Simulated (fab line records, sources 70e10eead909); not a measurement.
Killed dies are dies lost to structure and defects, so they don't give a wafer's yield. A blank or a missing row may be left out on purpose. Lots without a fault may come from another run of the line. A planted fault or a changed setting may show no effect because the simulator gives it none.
A struck lot beside a sound one | flow nand_harc | 13 steps out of a route of 1159
Sound: wafers L257.1, L257.2, L257.4. Struck: wafer L266.2. (L266.3 of the same lot was not struck and is left out.) The cause comes at the end.
At each step with rows: each side's tool, then ch and its chambers, then its first start. Under that, the readings that differ: sound wafers | struck wafers | difference of the means | sigmas: that difference in standard deviations of wafers without a fault.
alike: readings whose means differ by less than 2 such deviations, and words and numbers that are the same on both sides. not compared: withheld readings, readings that some wafer has no value for, bounds like >300 that may hide the same value, and numbers for which the record gives no deviation and whose values overlap.
The two part at a step that has a row with sigmas, a row that says differs or no value, or rows on one side only. Numbers that don't overlap but have no deviation are shown without sigmas and don't part them. A reading that every wafer of one side lacks parts them only if that side has two wafers or more.

first, 1 step without rows for these wafers: NHARC_A_SLIT_SRD_20.
NHARC_A_SLIT_CD_MEAS_21:
  sound on cd_sem-03, day 14 15:43; struck on cd_sem-02, day 16 21:07
  alike: cd_nm
then, 3 steps without rows for these wafers: NHARC_A_SIN_REMOVE_WET_00 (chemistry H3PO4, time 15300 s); NHARC_A_SIN_REMOVE_PRECLEAN_01 (cleans in SC1); NHARC_A_SIN_REMOVE_SRD_02.
NHARC_A_SIN_REMOVE_INSPECT_04:
  sound on defect_inspect-02, day 14 23:25; struck on defect_inspect-01, day 17 04:47
  alike: raw_defect_count
NHARC_A_WL_FILL_ALD_00: deposits Al2O3, target thk 3 nm, pulse time 3 s, ald cycles 30.
  sound on ald_hk-01 ch 1,2,3, day 14 23:29; struck on ald_hk-01 ch 3, day 17 04:53
  alike: heater_power_w, precursor_pulse_height_rel
NHARC_A_WL_FILL_RTA_01: time 5 s.
  sound on rtp_anneal-02 ch 0, day 14 23:46; struck on rtp_anneal-01 ch 0, day 17 05:09
  alike: lamp_power_pct, lamp_zone_1_pct, wafer_temp_C_max
NHARC_A_WL_FILL_ALD_02: deposits TiN, target thk 2 nm, pulse time 3 s, ald cycles 100.
  sound on ald_metal-01 ch 0,2,3, day 14 23:58; struck on ald_metal-01 ch 2, day 17 05:20
  alike: heater_power_w, precursor_pulse_height_rel
NHARC_A_WL_FILL_CVD_03: deposits W, target thk 40 nm, time 3302 s.
  sound on cvd_w-01 ch 0,1, day 15 00:44; struck on cvd_w-01 ch 1, day 17 05:47
  alike: heater_power_w, throttle_valve_pct
NHARC_A_WL_FILL_ETCHBACK_04: etches the open film in NF3, target depth 60 nm, time 120 s.
  sound on rie_metal-02 ch 0,1, day 15 04:05; struck on rie_metal-03 ch 0, day 17 09:07
  reading               | sound             | struck | difference | sigmas
  oes_product_au (a.u.) | 0.992 1.022 0.998 | 0.758  | -0.246     | -20
  alike: drypump_motor_current_A
  not compared: rf_hours_counter_h
NHARC_A_WL_FILL_ETCHBACK_05: etches the open film in Cl2/BCl3, target depth 22 nm, time 60 s.
  sound on rie_metal-02 ch 0,1, day 15 04:19; struck on rie_metal-03 ch 0, day 17 09:20
  alike: drypump_motor_current_A, oes_product_au
  not compared: rf_hours_counter_h
-- the record jumps here: 4 days lie between the struck wafers' starts before and after (it left off in module A_WL_FILL and takes up again in module END, whose first step shown is number 1159 of the route) --
NHARC_END_SORT_01:
  the record has rows for the struck wafers here (prober-02 ch 0, day 21 13:35) and none for the sound ones

WHERE THEY PART
First at NHARC_A_WL_FILL_ETCHBACK_04; last, within this record, at NHARC_END_SORT_01.

WHY: what the simulator had put in
Process parameter drift: rie_metal-03, from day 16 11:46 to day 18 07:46, at NHARC_A_WL_FILL_ETCHBACK_04. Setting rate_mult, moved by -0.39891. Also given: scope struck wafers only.
